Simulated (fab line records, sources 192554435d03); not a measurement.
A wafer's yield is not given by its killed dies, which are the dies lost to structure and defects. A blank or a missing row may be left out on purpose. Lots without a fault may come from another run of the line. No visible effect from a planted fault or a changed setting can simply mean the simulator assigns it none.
One fault seen from 2 desks ; flow n5 finfet ; every desk sees just its own numbers, and what lay behind them comes last

## FROM THE METROLOGY DESK
What the gauges read for every lot (on any tool): the sampled wafers with a number, averaged. Any lot whose mean is over 4 standard deviations away from the usual mean is out of limits and marked OUT; that distance is given in the brackets. Of its 11 readings 7 are shown: those that lie furthest out on some lot.
Columns: A = M1_THK at N5_BEOL_M1_THK_MEAS_53, usual 40.9 nm; B = DIBL_N at N5_BEOL_M4_RC_MEAS_101, usual 35.9 mV/V; C = DIBL_P at N5_BEOL_M4_RC_MEAS_101, usual 35.9 mV/V; D = SS_N at N5_BEOL_M4_RC_MEAS_101, usual 71.4 mV/dec; E = SS_P at N5_BEOL_M4_RC_MEAS_101, usual 73.2 mV/dec; F = VT_N at N5_BEOL_M4_RC_MEAS_101, usual 249.3 mV; G = VT_P at N5_BEOL_M4_RC_MEAS_101, usual -250 mV
lot;first seen here;A;B;C;D;E;F;G
L586;day 7 00:36;40.1;36.5;36.2;72.2;73.6;248.2;-246
L587;day 7 17:35;41.4;34.6;34.9;71.2;72.4;251.5;-247
L590;day 7 22:48;39.6;36.5;35.0;71.7;73.1;250.0;-254
L591;day 8 00:38;40.9;36.1;37.4;71.3;73.6;248.1;-249
L592;day 8 11:10;42.5;36.1;35.0;71.1;73.1;249.6;-248
L593;day 8 13:13;41.7;35.9;36.5;70.8;73.4;249.0;-254
L594;day 8 15:58;43.2;35.8;34.7;71.1;72.6;251.6;-251
L606;day 11 17:46;41.5;37.7;37.0;71.5;73.4;248.6;-250
L607;day 12 01:50;39.5;35.3;36.2;71.6;73.7;248.3;-250
L608;day 12 11:19;39.2;36.4;37.0;71.1;73.6;251.7;-252
This desk's verdict: no lot among the 10 shows anything out of limits.

## THE TOOL OWNER'S DESK: litho track-04
The tool's own readings at N5_BEOL_M2_COAT_05 (resist thk 30 nm): means of the sampled wafers that have a number, for each lot that ran on this tool. Any lot whose mean is over 4 standard deviations away from the usual mean is out of limits and marked OUT; that distance is given in the brackets.
Columns: A = chill plate temp C at N5_BEOL_M2_COAT_05, usual 23.01 C; B = dispense pressure kPa at N5_BEOL_M2_COAT_05, usual 45.3 kPa; C = spin speed rpm at N5_BEOL_M2_COAT_05, usual 1500.1 rpm
lot;first seen here;A;B;C
L586;day 7 01:53;22.97;43.8;1500.7
L591;day 8 01:49;23.12;43.8;1500.6
L592;day 8 12:05;22.98;43.8;1340.8 (-99 or more) OUT
L594;day 8 17:24;23.05;43.8;1339.0 (-99 or more) OUT
L606;day 11 21:53;22.98;43.9;1499.8
This desk's verdict: out of limits on L592, L594, starting with L592 at day 8 12:05 (spin speed rpm at N5_BEOL_M2_COAT_05). Within limits: L586, L591, L606.

## TAKEN TOGETHER
The tool owner's desk had the chance to raise an alarm at day 8 12:05 on L592, L594.
From the metrology desk's view, nothing was out of limits.
The metrology desk holds a record of L592, L594, inside its limits.
On litho track-04, each named lot ran N5_BEOL_M2_COAT_05.

## WHAT THE SIMULATOR HAD PUT IN
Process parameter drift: litho track-04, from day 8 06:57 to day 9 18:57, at N5_BEOL_M2_COAT_05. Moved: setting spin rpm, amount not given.
Shown lots that were struck: L592, L594.
Hours from the fault's start to each desk's first reading out of limits: the tool owner's desk, 5.
